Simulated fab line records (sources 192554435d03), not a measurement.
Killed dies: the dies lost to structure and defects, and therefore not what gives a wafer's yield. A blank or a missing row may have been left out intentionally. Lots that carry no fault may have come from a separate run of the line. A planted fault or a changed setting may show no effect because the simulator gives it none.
fab line records -- flow n5-finfet
record: lots: 6, wafers: 18, last-day: 19
route steps=1938 shown BEOL_M9@1419 PASSIVATION@1936
lots that met no fault: from a run of the same line without faults
start-h: the number of hours between the record's first day and the start of the first shown wafer of the lot -- wait-h: hours elapsed since this lot's preceding step -- " as in the row above -- L1.1+2: a single row standing in for several wafers -- - value missing, or start not given -- * or withheld: withheld -- < > ~ a bound
route shown NAME@n: NAME is a module with steps in the file, n the number in the route of the first one -- usual: average and standard deviation across the fault-free wafers -- same: alike in all rows -- chamber/n: place in a boat -- sites: readings site by site -- _std_site: how widely they spread, as a standard deviation -- _edge_site: mean of outer sites minus mean of inner sites -- radius-mm: how far each site lies from the wafer's centre -- mask NAME#n: copy n -- behind: the most recent tool/chamber to have shaped the wafer -- hold: what put the lot on hold/how long, in hours/how the hold closed -- device: the transistor (n, p or np) that didn't switch -- end of line: the route-end tests of the same wafers -- where a step has no rows: the recipe by itself -- killed: at the first sort, the dies lost to defects and structure; wafer yield is something else -- map: a wafer's dies, x killed, . not, _ none there
set.NAME: the run value of the setting; set.NAME@STEP: its run value at that earlier step -- model.NAME: the simulator's own value behind a step, which no gauge read
lots at some steps of the route; a table a step, a row a wafer
services: from which hour (start-h, from the record's first day; less than 0 if before it) a tool's chamber was out of use, for how many hours, and why
== steps ==
step: N5_BEOL_M9_ETCH_62
recipe: chemistry: N2/H2, target: SOC, target-depth-a: 1100, overetch-a: 220, mask-material: SiARC, temp-c: 40, time-s: 165, ion-energy-ev: 200, pressure-mtorr: 30, source-w: 840, bias-w: 150, n2-flow-sccm: 200, h2-flow-sccm: 200
usual: bias-w: 150.1/0.49, drypump-motor-current-A: 5.6/0.53, oes-product-au: 0.65/0.049, rf-vpp-V: 523.2/2.3, showerhead-plenum-p-Torr: 2.52/0.08, throttle-valve-pct: 17.87/0.23
lot.wafer,tool,chamber,start-h,wait-h,bias-w,drypump-motor-current-A,oes-product-au,rf-hours-counter-h,rf-vpp-V,showerhead-plenum-p-Torr,throttle-valve-pct
L571.1,rie-diel-03,3,243.59,0.0,150.2,4.7,0.65,150,521.7,2.44,18.00
L571.3,rie-diel-03,1,243.59,0.0,149.9,5.0,0.67,115,520.7,2.46,18.08
L571.6,rie-diel-03,1,243.59,0.0,149.7,5.0,0.68,-,521.4,2.46,18.07
L577.1,rie-diel-03,2,275.66,0.0,150.2,5.1,0.65,117,524.6,2.57,17.89
L577.2,rie-diel-03,3,275.66,0.0,149.7,4.7,0.64,159,521.1,2.44,18.04
L577.4,rie-diel-03,1,275.66,0.0,149.3,5.0,0.67,124,521.9,2.45,18.10
L586.1,rie-diel-01,2,343.20,0.0,150.3,5.9,0.64,150,526.3,2.64,17.84
L586.2,rie-diel-01,3,343.20,0.0,150.6,6.3,0.69,91,520.8,2.45,17.42
L586.6,rie-diel-01,3,343.20,0.0,150.5,6.3,0.68,-,521.6,2.45,17.42
L588.2,rie-diel-03,1,357.33,0.0,151.4,5.0,0.66,141,522.1,2.44,18.12
L588.4,rie-diel-03,2,357.33,0.0,149.7,5.1,0.65,133,525.5,2.56,17.94
L588.6,rie-diel-03,2,357.33,0.0,150.0,5.1,0.65,-,523.4,2.56,17.92
L591.2,rie-diel-01,1,374.91,0.0,149.2,5.8,0.58,249,519.6,2.41,18.12
L591.3,rie-diel-01,0,374.91,0.0,151.2,6.0,0.58,232,523.0,2.51,18.10
L591.6,rie-diel-01,3,374.91,0.0,149.4,6.3,0.68,-,521.0,2.44,17.43
L593.1,rie-diel-03,3,382.72,0.0,150.7,4.7,0.61,182,519.4,2.43,18.06
L593.2,rie-diel-03,2,382.72,0.0,150.2,5.1,0.63,141,524.9,2.56,17.93
L593.6,rie-diel-03,0,382.72,0.0,148.7,5.5,0.71,-,525.0,2.59,17.79
step: N5_BEOL_M9_STRIP_68
recipe: chemistry: N2/H2, temp-c: 40, n2-flow-sccm: 200, h2-flow-sccm: 200, rf-frequency-hz: 6e+07
step: N5_BEOL_M9_STRIP_67
recipe: chemistry: CF4, resist: SiARC, power-w: 300, bias-power-w: 75, pressure-mtorr: 50, cf4-flow-sccm: 150, rf-frequency-hz: 6e+07
usual: drypump-motor-current-A: 5.6/0.52, oes-product-au: 0.77/0.058, rf-vpp-V: 270.8/1.4, showerhead-plenum-p-Torr: 1.78/0.053, throttle-valve-pct: 13.63/0.22
lot.wafer,tool,chamber,start-h,wait-h,drypump-motor-current-A,oes-product-au,rf-hours-counter-h,rf-vpp-V,showerhead-plenum-p-Torr,throttle-valve-pct
L571.1,rie-diel-03,3,243.73,0.0,4.7,0.76,150,269.6,1.71,13.59
L571.3,rie-diel-03,1,243.73,0.0,5.0,0.79,115,270.1,1.74,13.79
L571.6,rie-diel-03,1,243.73,0.0,5.0,0.80,-,270.0,1.74,13.80
L577.1,rie-diel-03,2,275.80,0.0,5.1,0.77,117,271.1,1.79,13.46
L577.2,rie-diel-03,3,275.80,0.0,4.7,0.75,159,268.7,1.71,13.61
L577.4,rie-diel-03,1,275.80,0.0,5.0,0.79,125,268.3,1.73,13.79
L586.1,rie-diel-01,2,343.35,0.0,5.8,0.75,151,274.0,1.87,13.75
L586.2,rie-diel-01,3,343.35,0.0,6.2,0.82,92,270.3,1.74,13.32
L586.6,rie-diel-01,3,343.35,0.0,6.2,0.81,-,270.4,1.74,13.32
L588.2,rie-diel-03,1,357.47,0.0,5.0,0.77,141,269.2,1.73,13.85
L588.4,rie-diel-03,2,357.47,0.0,5.1,0.76,133,272.1,1.78,13.49
L588.6,rie-diel-03,2,357.47,0.0,5.1,0.75,-,271.7,1.78,13.48
L591.2,rie-diel-01,1,375.06,0.0,5.8,0.68,249,270.0,1.71,13.93
L591.3,rie-diel-01,0,375.06,0.0,6.1,0.68,232,269.7,1.78,13.96
L591.6,rie-diel-01,3,375.06,0.0,6.3,0.80,-,270.6,1.74,13.34
L593.1,rie-diel-03,3,382.86,0.0,4.7,0.72,182,270.0,1.71,13.66
L593.2,rie-diel-03,2,382.86,0.0,5.1,0.75,141,270.4,1.78,13.52
L593.6,rie-diel-03,0,382.86,0.0,5.5,0.84,-,270.4,1.82,13.50
step: N5_BEOL_M9_HM_OPEN_17
recipe: chemistry: Cl2/BCl3, target-depth-a: 200, overetch-a: 60, target: TiN, mask-material: SOC, ion-energy-ev: 150, pressure-mtorr: 10, icp-w: 1000, bias-w: 126, Cl2_flow_sccm: 53.25, bcl3-flow-sccm: 21.75, Ar_flow_sccm: 25
usual: bias-w: 126.0/0.38, drypump-motor-current-A: 5.4/0.36, oes-product-au: 0.60/0.061, throttle-valve-pct: 22.28/0.24
lot.wafer,tool,chamber,start-h,wait-h,bias-w,drypump-motor-current-A,oes-product-au,rf-hours-counter-h,throttle-valve-pct
L571.1,rie-metal-01,0,243.77,0.0,126.3,6.1,0.56,96,21.94
L571.3,rie-metal-01,0,243.77,0.0,126.0,6.1,0.56,-,21.96
L571.6,rie-metal-01,0,243.77,0.0,126.4,6.1,0.56,-,21.95
L577.1,rie-metal-01,1,275.84,0.0,125.8,5.5,0.67,47,22.40
L577.2,rie-metal-01,0,275.84,0.0,126.0,6.2,0.57,98,21.94
L577.4,rie-metal-01,0,275.84,0.0,126.1,6.1,0.55,-,21.95
L586.1,rie-metal-02,1,343.39,0.0,125.8,6.2,0.67,34,22.27
L586.2,rie-metal-02,0,343.39,0.0,126.5,5.1,0.81,5,22.10
L586.6,rie-metal-02,1,343.39,0.0,126.2,6.2,0.68,-,22.27
L588.2,rie-metal-03,0,357.52,0.0,125.8,5.2,0.56,99,22.59
L588.4,rie-metal-03,0,357.52,0.0,125.8,5.2,0.56,-,22.57
L588.6,rie-metal-03,0,357.52,0.0,125.9,5.2,0.56,-,22.59
L591.2,rie-metal-03,1,375.16,0.1,126.0,5.1,0.57,104,22.07
L591.3,rie-metal-03,0,375.16,0.1,125.5,5.3,0.55,-,22.60
L591.6,rie-metal-03,0,375.16,0.1,125.5,5.2,0.56,-,22.61
L593.1,rie-metal-03,1,382.90,0.0,125.7,5.1,0.56,105,22.10
L593.2,rie-metal-03,0,382.90,0.0,126.1,5.3,0.56,102,22.60
L593.6,rie-metal-03,0,382.90,0.0,126.5,5.2,0.56,-,22.60
step: N5_BEOL_M9_STRIP_19
recipe: chemistry: O2, power-w: 400, temp-c: 40, pressure-mtorr: 30, rf-frequency-hz: 6e+07, bias-power-w: 0, overash-fraction: 0.2, o2-flow-sccm: 225
usual: drypump-motor-current-A: 5.7/0.52, oes-product-au: 0.77/0.065, rf-vpp-V: 3.6/0.61, showerhead-plenum-p-Torr: 2.09/0.063, throttle-valve-pct: 16.74/0.23
same: overash-fraction: 0.2
lot.wafer,tool,chamber,start-h,wait-h,drypump-motor-current-A,oes-product-au,rf-hours-counter-h,rf-vpp-V,showerhead-plenum-p-Torr,throttle-valve-pct
L571.1,rie-diel-06,1,243.95,0.1,5.2,0.89,29,4.0,2.14,16.71
L571.3,rie-diel-06,0,243.95,0.1,6.6,0.88,51,3.3,2.13,16.11
L571.6,rie-diel-06,1,243.95,0.1,5.2,0.89,-,3.3,2.14,16.72
L577.1,rie-diel-03,1,275.99,0.1,5.0,0.80,125,3.4,2.02,16.92
L577.2,rie-diel-03,2,275.99,0.1,5.0,0.77,117,2.5,2.13,16.74
L577.4,rie-diel-03,3,275.99,0.1,4.7,0.75,159,2.7,2.02,16.80
L586.1,rie-diel-01,3,343.50,0.1,6.3,0.82,92,2.9,2.04,16.45
L586.2,rie-diel-01,2,343.50,0.1,5.9,0.73,151,3.2,2.20,16.87
L586.6,rie-diel-01,1,343.50,0.1,5.8,0.68,-,3.9,1.99,16.97
L588.2,rie-diel-06,2,357.81,0.3,6.0,0.71,209,3.6,2.15,16.65
L588.4,rie-diel-06,0,357.81,0.3,6.6,0.83,85,4.2,2.11,16.17
L588.6,rie-diel-06,3,357.81,0.3,6.0,0.71,-,3.1,2.10,16.75
L591.2,rie-diel-03,2,375.27,0.1,5.1,0.75,139,3.1,2.12,16.78
L591.3,rie-diel-03,3,375.27,0.1,4.7,0.73,180,3.5,2.01,16.82
L591.6,rie-diel-03,2,375.27,0.1,5.1,0.74,-,3.7,2.12,16.78
L593.1,rie-diel-01,0,383.04,0.1,6.1,0.67,234,3.6,2.09,17.10
L593.2,rie-diel-01,2,383.04,0.1,5.9,0.72,163,4.3,2.19,16.90
L593.6,rie-diel-01,2,383.04,0.1,5.9,0.73,-,3.2,2.19,16.89
step: N5_BEOL_M9_CD_MEAS_18
recipe: pitch-nm: 140, target-cd-nm: 70
usual: cd-nm: 70.1/0.58
lot.wafer,tool,chamber,start-h,wait-h,cd-nm
L571.1,cd-sem-03,-,244.02,0.0,69.8
L571.3,cd-sem-03,-,244.02,0.0,70.8
L571.6,cd-sem-03,-,244.02,0.0,70.5
L577.1,cd-sem-01,-,276.06,0.0,70.4
L577.2,cd-sem-01,-,276.06,0.0,70.0
L577.4,cd-sem-01,-,276.06,0.0,70.3
L586.1,cd-sem-01,-,343.57,0.0,70.2
L586.2,cd-sem-01,-,343.57,0.0,69.6
L586.6,cd-sem-01,-,343.57,0.0,69.7
L588.2,cd-sem-02,-,357.88,0.1,70.2
L588.4,cd-sem-02,-,357.88,0.1,70.1
L588.6,cd-sem-02,-,357.88,0.1,70.1
L591.2,cd-sem-02,-,375.35,0.1,68.9
L591.3,cd-sem-02,-,375.35,0.1,69.3
L591.6,cd-sem-02,-,375.35,0.1,69.5
L593.1,cd-sem-01,-,383.11,0.0,70.3
L593.2,cd-sem-01,-,383.11,0.0,70.9
L593.6,cd-sem-01,-,383.11,0.0,70.0
step: N5_BEOL_M9_COAT_63
recipe: resist: SOC, temp-c: 250, time-s: 60, spin-rpm: 1500, resist-thk-nm: 60
step: N5_BEOL_M9_COAT_64
recipe: resist: SiARC, temp-c: 220, time-s: 60, spin-rpm: 1500, resist-thk-nm: 12
step: N5_BEOL_M9_COAT_75
recipe: resist: underlayer, temp-c: 205, time-s: 60, spin-rpm: 1500, resist-thk-nm: 5
step: N5_BEOL_M9_COAT_22
recipe: resist: CAR-EUV, spin-rpm: 1500, resist-thk-nm: 30
step: N5_BEOL_M9_EBR_24
recipe: solvent: PGMEA, ebr-width-mm: 1.5
step: N5_BEOL_M9_SOFTBAKE_23
recipe: temp-c: 110, time-s: 60, resist: CAR-EUV
step: N5_BEOL_M9_EXPOSE_25
recipe: mask-id: V8, na: 0.33, source-shape: annular, sigma-inner: 0.4, sigma-outer: 0.8, polarization: unpolarized, dose-mj: 37.25
usual: exposure-dose-mJ-cm2: 37.30/0.3
lot.wafer,tool,chamber,start-h,wait-h,mask,exposure-dose-mJ-cm2
L571.1,euv-scanner-02,0,246.04,-,V8#0,37.20
L571.3,euv-scanner-02,0,246.04,-,V8#0,37.20
L571.6,euv-scanner-02,0,246.04,-,V8#0,37.20
L577.1,euv-scanner-01,0,276.69,-,V8#0,37.14
L577.2,euv-scanner-01,0,276.69,-,V8#0,37.16
L577.4,euv-scanner-01,0,276.69,-,V8#0,37.14
L586.1,euv-scanner-02,0,343.82,-,V8#0,37.37
L586.2,euv-scanner-02,0,343.82,-,V8#0,37.29
L586.6,euv-scanner-02,0,343.82,-,V8#0,37.31
L588.2,euv-scanner-01,0,359.17,-,V8#0,35.12
L588.4,euv-scanner-01,0,359.17,-,V8#0,35.09
L588.6,euv-scanner-01,0,359.17,-,V8#0,35.07
L591.2,euv-scanner-02,0,381.26,-,V8#0,37.19
L591.3,euv-scanner-02,0,381.26,-,V8#0,37.25
L591.6,euv-scanner-02,0,381.26,-,V8#0,37.27
L593.1,euv-scanner-01,0,383.41,-,V8#0,35.74
L593.2,euv-scanner-01,0,383.41,-,V8#0,35.84
L593.6,euv-scanner-01,0,383.41,-,V8#0,35.85
step: N5_BEOL_M9_PEB_26
recipe: peb-temp-c: 100, peb-time-s: 60, resist: CAR-EUV
step: N5_BEOL_M9_DEVELOP_27
recipe: develop-time-s: 30, developer: TMAH, resist: CAR-EUV, rinse-liquid: surfactant-rinse, dry: air-spin, dev-temp-c: 23
step: N5_BEOL_M9_CD_MEAS_28
recipe: target-cd-nm: 70, landing-energy-ev: 500, detector: se-inlens, polarity: opening
usual: cd-nm: 70.00/0.23
lot.wafer,tool,chamber,start-h,wait-h,cd-nm
L571.1,cd-sem-02,0,246.17,-,70.44
L571.3,cd-sem-02,0,246.17,-,70.31
L571.6,cd-sem-02,0,246.17,-,69.84
L577.1,cd-sem-02,0,276.82,-,70.06
L577.2,cd-sem-02,0,276.82,-,69.86
L577.4,cd-sem-02,0,276.82,-,69.49
L586.1,cd-sem-02,0,343.95,-,70.50
L586.2,cd-sem-02,0,343.95,-,70.03
L586.6,cd-sem-02,0,343.95,-,70.02
L588.2,cd-sem-03,0,359.29,-,68.31
L588.4,cd-sem-03,0,359.29,-,67.82
L588.6,cd-sem-03,0,359.29,-,67.92
L591.2,cd-sem-01,0,381.38,-,69.77
L591.3,cd-sem-01,0,381.38,-,69.63
L591.6,cd-sem-01,0,381.38,-,69.66
L593.1,cd-sem-01,0,383.54,-,68.10
L593.2,cd-sem-01,0,383.54,-,68.48
L593.6,cd-sem-01,0,383.54,-,67.93
step: N5_BEOL_M9_OVL_MEAS_29
recipe: points-per-wafer: 522
usual: V8_OVL: 0.3/0.8
lot.wafer,tool,chamber,start-h,wait-h,V8_OVL[nm]
L571.1,overlay-02,0,246.20,0.0,0.7
L571.3,overlay-02,0,246.20,0.0,2.2
L571.6,overlay-02,0,246.20,0.0,1.2
L577.1,overlay-02,0,276.85,0.0,-0.2
L577.2,overlay-02,0,276.85,0.0,0.1
L577.4,overlay-02,0,276.85,0.0,-0.3
L586.1,overlay-01,0,343.98,0.0,-0.1
L586.2,overlay-01,0,343.98,0.0,-0.2
L586.6,overlay-01,0,343.98,0.0,-0.7
L588.2,overlay-01,0,359.33,0.0,1.1
L588.4,overlay-01,0,359.33,0.0,1.5
L588.6,overlay-01,0,359.33,0.0,0.9
L591.2,overlay-01,0,381.42,0.0,1.5
L591.3,overlay-01,0,381.42,0.0,1.7
L591.6,overlay-01,0,381.42,0.0,1.3
L593.1,overlay-02,0,383.57,0.0,0.4
L593.2,overlay-02,0,383.57,0.0,1.1
L593.6,overlay-02,0,383.57,0.0,-0.4
step: N5_PASSIVATION_PROBE_49
usual: defect-limited-yield: 91.6/1.4, killed_at_M0_to_M3: 35/10, killed_at_M4_up: 13/4.8, killed-at-contacts: 12/7.2, killed-at-front-end: 36/12, killed-at-other: 4/3.1, killed-dies: 100/17, killed-on-rim: 13/4.2, killed-open: 66/13, killed-short: 32/7.3, sort_bin_4_leakage: 0.00/0.0099, sort_bin_5_function: 5.0/0.94, sort_bin_6_memory: 3.1/0.67, sort-n-pass: 1080/17, sort-yield-pct: 91.6/1.4
same: gross-dies: 1180, killed-at-back-side: 0, sort_bin_8_speed[%]: 0
lot.wafer,tool,chamber,start-h,wait-h,defect-limited-yield[%],killed_at_M0_to_M3,killed_at_M4_up,killed-at-contacts,killed-at-front-end,killed-at-other,killed-dies,killed-on-rim,killed-open,killed-short,sort_bin_4_leakage[%],sort_bin_5_function[%],sort_bin_6_memory[%],sort-n-pass,sort-yield-pct[%]
L571.1,prober-02,-,311.73,0.0,90.1,47,24,16,29,1,117,11,72,45,0,6.5,3.1,1063,90.1
L571.3,prober-02,-,311.83,0.1,90.3,51,12,21,27,3,114,10,77,33,0,5.6,3.4,1066,90.3
L571.6,prober-02,-,311.98,0.3,90.3,58,18,13,25,0,114,16,66,41,0,5.8,3.4,1066,90.3
L577.1,prober-01,-,356.78,0.0,92.5,23,9,12,38,7,89,16,58,30,0,3.9,3.4,1091,92.5
L577.2,prober-01,-,356.83,0.1,91.6,29,20,12,36,2,99,11,62,37,0,4.7,3.6,1081,91.6
L577.4,prober-01,-,356.93,0.2,92.4,25,10,9,42,4,90,17,57,33,0,4.2,3.1,1090,92.4
L586.1,prober-01,-,412.09,0.0,92.6,27,9,13,32,6,87,13,52,35,0,4.2,2.8,1093,92.6
L586.2,prober-01,-,412.14,0.1,91.9,33,15,19,25,3,95,13,68,27,0.08,5.5,2.5,1084,91.9
L586.6,prober-01,-,412.34,0.3,91.1,20,10,19,48,8,105,8,64,41,0,4.6,3.8,1075,91.1
L588.2,prober-02,-,428.03,0.1,91.9,47,14,5,28,1,95,10,67,27,0,4.8,3.1,1085,91.9
L588.4,prober-02,-,428.13,0.2,92.3,22,11,11,42,5,91,14,63,28,0,4.2,3.3,1089,92.3
L588.6,prober-02,-,428.23,0.3,91.9,44,16,8,25,3,96,11,71,24,0,5.0,3.0,1084,91.9
L591.2,prober-02,-,443.75,0.1,92.0,33,7,8,45,1,94,14,57,36,0,4.4,3.3,1086,92.0
L591.3,prober-02,-,443.80,0.1,92.7,16,14,14,42,0,86,10,43,41,0,4.1,3.0,1094,92.7
L591.6,prober-02,-,443.95,0.3,89.7,28,14,12,66,1,121,14,84,35,0,6.4,3.6,1059,89.7
L593.1,prober-02,-,448.75,0.0,91.2,26,6,17,52,3,104,14,75,29,0,4.6,4.1,1076,91.2
L593.2,prober-02,-,448.80,0.1,89.7,31,21,18,46,5,121,19,86,35,0,6.2,3.8,1059,89.7
L593.6,prober-02,-,449.00,0.3,91.3,43,6,22,29,3,103,16,67,36,0,4.6,4.0,1077,91.3
killed by level:class
L571.1 BEOL_M0_SAQP:geometric-particle:short=14 BEOL_M4:geometric-particle:open=14 MOL_CONTACT_COAG:geometric-particle:open=13 BEOL_M0_SAQP:geometric-particle:open=13 FIN_SAQP:geometric-particle:open=8 FIN_SAQP:geometric-particle:short=6 BEOL_M3:geometric-particle:open=6 BEOL_M1:geometric-particle:short=5
L571.3 BEOL_M0_SAQP:geometric-particle:open=15 MOL_CONTACT_COAG:geometric-particle:open=14 BEOL_M3:geometric-particle:open=12 BEOL_M0_SAQP:geometric-particle:short=11 MOL_CONTACT_COAG:geometric-particle:short=7 BEOL_M1:geometric-particle:open=6 GATE_CUT:geometric-particle:short=5 BEOL_M2:geometric-particle:open=5
L571.6 BEOL_M0_SAQP:geometric-particle:short=17 BEOL_M2:geometric-particle:open=13 BEOL_M0_SAQP:geometric-particle:open=13 MOL_CONTACT_COAG:geometric-particle:open=10 BEOL_M3:geometric-particle:open=5 BEOL_M4:geometric-particle:open=5 BEOL_M8:geometric-particle:open=5 STARTING-WAFER:geometric-particle:short=5
L577.1 MOL_CONTACT_COAG:geometric-particle:open=11 STI_FIN_REVEAL:geometric-particle:open=8 FIN_SAQP:geometric-particle:short=7 BEOL_M0_SAQP:geometric-particle:short=5 BEOL_M1:geometric-particle:open=5 FIN_SAQP:geometric-particle:open=4 DUMMY_GATE:geometric-particle:open=4 BEOL_M0_SAQP:geometric-particle:open=4
L577.2 STI_FIN_REVEAL:geometric-particle:open=17 BEOL_M4:geometric-particle:open=9 MOL_CONTACT_COAG:geometric-particle:open=8 BEOL_M0_SAQP:geometric-particle:short=8 BEOL_M1:geometric-particle:open=8 STARTING-WAFER:geometric-particle:short=4 FIN_SAQP:geometric-particle:open=4 MOL_CONTACT_COAG:geometric-particle:short=4
L577.4 FIN_SAQP:geometric-particle:open=13 BEOL_M0_SAQP:geometric-particle:short=12 STI_FIN_REVEAL:geometric-particle:open=10 BEOL_M0_SAQP:geometric-particle:open=7 MOL_CONTACT_COAG:geometric-particle:open=6 FIN_SAQP:geometric-particle:short=3 MOL_CONTACT_COAG:geometric-particle:short=3 BEOL_M1:geometric-particle:open=3
L586.1 MOL_CONTACT_COAG:geometric-particle:open=11 STI_FIN_REVEAL:geometric-particle:open=9 BEOL_M0_SAQP:geometric-particle:short=7 BEOL_M3:geometric-particle:open=5 FIN_SAQP:geometric-particle:short=4 GATE_CUT:geometric-particle:short=4 BEOL_M0_SAQP:geometric-particle:open=4 STARTING-WAFER:geometric-particle:open=3
L586.2 MOL_CONTACT_COAG:geometric-particle:open=16 BEOL_M0_SAQP:geometric-particle:open=9 BEOL_M3:geometric-particle:open=9 BEOL_M4:geometric-particle:open=9 BEOL_M0_SAQP:geometric-particle:short=6 FIN_SAQP:geometric-particle:open=4 STI_FIN_REVEAL:geometric-particle:open=4 FIN_SAQP:geometric-particle:short=3
L586.6 MOL_CONTACT_COAG:geometric-particle:open=14 FIN_SAQP:geometric-particle:short=11 DUMMY_GATE:geometric-particle:open=8 BEOL_M0_SAQP:geometric-particle:open=7 FIN_SAQP:geometric-particle:open=6 GATE_CUT:geometric-particle:short=5 MOL_CONTACT_COAG:geometric-particle:short=5 DUMMY_GATE:geometric-particle:short=4
L588.2 BEOL_M2:geometric-particle:open=16 BEOL_M3:geometric-particle:open=12 BEOL_M0_SAQP:geometric-particle:short=7 STI_FIN_REVEAL:geometric-particle:open=6 GATE_CUT:geometric-particle:short=5 MOL_CONTACT_COAG:geometric-particle:open=5 BEOL_M0_SAQP:geometric-particle:open=4 BEOL_M5:geometric-particle:short=4
L588.4 STI_FIN_REVEAL:geometric-particle:open=16 MOL_CONTACT_COAG:geometric-particle:open=9 BEOL_M2:geometric-particle:open=6 STI_FIN_REVEAL:geometric-particle:short=5 BEOL_M0_SAQP:geometric-particle:open=5 FIN_SAQP:geometric-particle:open=4 GATE_CUT:geometric-particle:open=4 BEOL_M5:geometric-particle:open=4
L588.6 BEOL_M2:geometric-particle:open=16 BEOL_M0_SAQP:geometric-particle:open=7 BEOL_M3:geometric-particle:open=7 FIN_SAQP:geometric-particle:open=6 BEOL_M2:geometric-particle:short=6 MOL_CONTACT_COAG:geometric-particle:open=6 BEOL_M4:geometric-particle:open=6 STI_FIN_REVEAL:geometric-particle:open=5
L591.2 FIN_SAQP:geometric-particle:short=10 BEOL_M1:geometric-particle:open=10 FIN_SAQP:geometric-particle:open=9 BEOL_M0_SAQP:geometric-particle:short=9 STI_FIN_REVEAL:geometric-particle:open=8 MOL_CONTACT_COAG:geometric-particle:open=8 BEOL_M0_SAQP:geometric-particle:open=5 STI_FIN_REVEAL:geometric-particle:short=4
L591.3 FIN_SAQP:geometric-particle:short=12 MOL_CONTACT_COAG:geometric-particle:open=11 GATE_CUT:geometric-particle:short=7 BEOL_M1:geometric-particle:open=6 BEOL_M4:geometric-particle:open=5 BEOL_M4:geometric-particle:short=4 FIN_SAQP:geometric-particle:open=3 MOL_CONTACT_COAG:geometric-particle:short=3
L591.6 FIN_SAQP:geometric-particle:open=20 FIN_SAQP:geometric-particle:short=16 STI_FIN_REVEAL:geometric-particle:open=12 MOL_CONTACT_COAG:geometric-particle:open=9 BEOL_M4:geometric-particle:open=9 BEOL_M1:geometric-particle:open=8 BEOL_M0_SAQP:geometric-particle:open=7 BEOL_M2:geometric-particle:open=6
L593.1 MOL_CONTACT_COAG:geometric-particle:open=17 STI_FIN_REVEAL:geometric-particle:open=9 FIN_SAQP:geometric-particle:open=8 ILD0:geometric-particle:short=6 BEOL_M1:geometric-particle:open=6 FIN_SAQP:geometric-particle:short=5 DUMMY_GATE:geometric-particle:open=5 BEOL_M2:geometric-particle:open=5
L593.2 MOL_CONTACT_COAG:geometric-particle:open=14 FIN_SAQP:geometric-particle:open=10 STI_FIN_REVEAL:geometric-particle:open=8 BEOL_M1:geometric-particle:open=7 GATE_CUT:geometric-particle:short=7 BEOL_M3:geometric-particle:open=7 BEOL_M4:geometric-particle:open=6 GATE_CUT:geometric-particle:open=4
L593.6 MOL_CONTACT_COAG:geometric-particle:open=15 BEOL_M0:geometric-particle:open=11 BEOL_M0_SAQP:geometric-particle:open=8 MOL_CONTACT_COAG:geometric-particle:short=7 BEOL_M0_SAQP:geometric-particle:short=7 BEOL_M3:geometric-particle:open=6 FIN_SAQP:geometric-particle:short=5 DUMMY_GATE:geometric-particle:open=5
== services ==
tool,chamber,start-h,hours,kind
euv-scanner-02,-,220.93,1.0,pm
rie-diel-06,2,224.10,3.8,repair
euv-scanner-01,-,243.97,1.0,pm
rie-metal-01,0,246.35,12.9,repair
euv-scanner-02,0,250.36,-,calibration
rie-metal-03,-,255.91,1.1,repair
rie-diel-03,2,257.70,2.6,repair
euv-scanner-01,-,265.61,0.6,repair
euv-scanner-02,-,277.08,1.0,pm
rie-diel-03,-,281.46,14.6,pm
euv-scanner-01,-,282.41,4.6,pm
euv-scanner-01,-,300.12,1.0,pm
euv-scanner-01,-,330.78,5.8,pm
euv-scanner-02,-,336.56,1.0,pm
euv-scanner-01,-,337.74,13.6,repair
rie-diel-03,0,348.81,7.2,repair
euv-scanner-02,-,355.89,4.6,pm
euv-scanner-01,-,360.48,1.0,pm
euv-scanner-01,-,378.62,3.5,repair
rie-diel-01,1,381.93,-,clean
rie-diel-01,1,381.93,-,consumable-replace:focus-ring
rie-diel-01,1,381.93,-,consumable-replace:showerhead
rie-diel-01,1,381.93,34.8,scheduled-down
rie-diel-01,1,381.93,34.8,vent-cycle
== key ==
first-sign: step: N5_BEOL_M9_EXPOSE_25, reading: exposure-dose-mJ-cm2, direction: down, sigmas: 6.2, usual: 37.30, struck: 35.45
effect: step: N5_BEOL_M9_CD_MEAS_28, reading: cd-nm, direction: down, sigmas: 8.3, usual: 70.00, struck: 68.09, through: control-loop
met-at N5_BEOL_M9_EXPOSE_25
struck-wafers L588.2,L588.4,L588.6,L593.1,L593.2,L593.6
loop-trim: step: N5_BEOL_M9_EXPOSE_25, setting: dose, lots: L593
onset-between 276.69 359.17
fault: kind: process-parameter-drift, tool: euv-scanner-01, chamber: -, onset-h: 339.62, steps: N5_BEOL_M9_EXPOSE_25, channel: dose-mj, offset: -3.1249, shape: step, acts-in: these-recipes-only, stated: 37.25
loop-trim: a control loop set the setting to another value than it would have without faults
